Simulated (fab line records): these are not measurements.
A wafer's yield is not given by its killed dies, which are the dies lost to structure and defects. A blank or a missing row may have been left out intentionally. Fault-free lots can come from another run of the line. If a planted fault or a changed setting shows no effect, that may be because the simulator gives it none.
2 desks looking at one fault | flow nand harc | only its own numbers are on each desk; what lay behind them is given at the end

== FOR THE TOOL OWNER'S DESK: ald hk-01 ==
The tool's own readings at NHARC_A_WL_FILL_ALD_10 (deposits SiO2, target thk 50 nm, pulse time 10 s, ald cycles 500): means of the sampled wafers that have a number, for each lot that ran on this tool. If a lot's mean is further than 4 standard deviations from the usual mean, the lot is out of limits and carries the mark OUT (the distance appears in the brackets).
Columns: A = heater power w at NHARC_A_WL_FILL_ALD_10, usual 484 W; B = precursor pulse height rel at NHARC_A_WL_FILL_ALD_10, usual 0.999
lot  | first seen here | A   | B
L782 | day 20 08:23    | 534 | 0.986
L786 | day 22 03:18    | 501 | 1.016
L788 | day 22 19:56    | 503 | 1.000
L794 | day 25 14:20    | 578 | 0.993
L795 | day 26 22:59    | 493 | 1.018
L798 | day 27 06:03    | 510 | 0.993
L804 | day 29 22:32    | 491 | 0.991
This desk's verdict: no lot among the 7 shows anything out of limits.

== THE DEFECT DESK ==
Counts from the inspections along the route, per lot, as means over the sampled wafers that have a number. If a lot's mean is further than 4 standard deviations from the usual mean, the lot is out of limits and carries the mark OUT (the distance appears in the brackets).
Columns: A = raw defect count at NHARC_A_SIN_REMOVE_INSPECT_04, usual 371
lot  | first seen here | A
L782 | day 20 00:43    | 358
L785 | day 21 17:19    | 364
L786 | day 21 22:01    | 476
L788 | day 22 12:08    | 398
L790 | day 23 16:30    | 268
L794 | day 25 03:05    | 346
L795 | day 26 12:02    | 299
L798 | day 26 21:52    | 448
L800 | day 27 19:24    | 223
L802 | day 28 13:01    | 327
L803 | day 28 22:01    | 306
L804 | day 29 14:29    | 436
L805 | day 29 14:29    | 338
This desk's verdict: no lot among the 13 shows anything out of limits.

== PUT TOGETHER ==
Nothing out of limits was seen by the tool owner's desk.
The defect desk saw nothing out of limits.

== WHAT HAD BEEN PUT IN BY THE SIMULATOR ==
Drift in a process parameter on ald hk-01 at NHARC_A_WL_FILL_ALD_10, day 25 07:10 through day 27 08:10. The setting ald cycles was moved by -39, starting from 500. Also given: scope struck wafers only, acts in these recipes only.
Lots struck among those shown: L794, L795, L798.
